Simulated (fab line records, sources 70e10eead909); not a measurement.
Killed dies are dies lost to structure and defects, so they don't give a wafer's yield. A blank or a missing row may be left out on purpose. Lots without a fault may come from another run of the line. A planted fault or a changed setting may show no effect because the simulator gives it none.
Chamber matching | flow nand_harc | NHARC_A_SGD_CUT_ETCH_58 on rie_diel-09: 4 sister chambers
The step etches the open film in CF4, target depth 39 nm, time 65 s. 8 wafers are shown with their chamber, then 7 later ones without.

WAFERS WITH THEIR CHAMBER
wafer  | chamber | drypump_motor_current_A (A) | rf_vpp_V (V)
L083.1 | 3       | 5.6                         | 151.6
L086.1 | 0       | 5.4                         | 153.0
L086.6 | 2       | 5.3                         | 150.4
L089.1 | 1       | 5.1                         | 152.4
L089.4 | 3       | 5.7                         | 150.4
L089.5 | 1       | 5.1                         | 150.6
L093.2 | 0       | 5.4                         | 151.6
L093.5 | 2       | 5.2                         | 150.2

WAFERS WITHOUT THEIR CHAMBER
wafer  | drypump_motor_current_A (A) | rf_vpp_V (V)
L093.6 | 5.1                         | 150.5
L095.2 | 5.1                         | 150.9
L095.3 | 5.2                         | 151.0
L095.6 | 5.7                         | 151.5
L096.1 | 5.7                         | 151.3
L096.3 | 5.3                         | 152.1
L096.4 | 5.4                         | 153.0

WHICH CHAMBER EACH WENT THROUGH
wafer  | from the rows above     | in truth
L093.6 | can't be placed: 1 or 2 | 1
L095.2 | 1                       | 1
L095.3 | can't be placed: 2 or 1 | 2
L095.6 | 3                       | 3
L096.1 | 3                       | 3
L096.3 | can't be placed: 0 or 2 | 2
L096.4 | 0                       | 0
Placed correctly: 4 of 7. Can't be placed from these rows: 3 (the true chamber is among the candidates in 3). Placed wrongly: 0.
How it was worked out, from the rows above alone: a wafer's distance from a chamber is the root of the sum, over the readings, of the square of ((its reading less the chamber's mean) divided by the reading's scatter). The wafer belongs to the nearest chamber; if the next one is less than 2 further off, it can't be placed. A chamber's mean is the mean of its shown wafers. The scatter: the root of (the sum of the squares of (reading less its chamber's mean) over the shown wafers, divided by (wafers less chambers)).
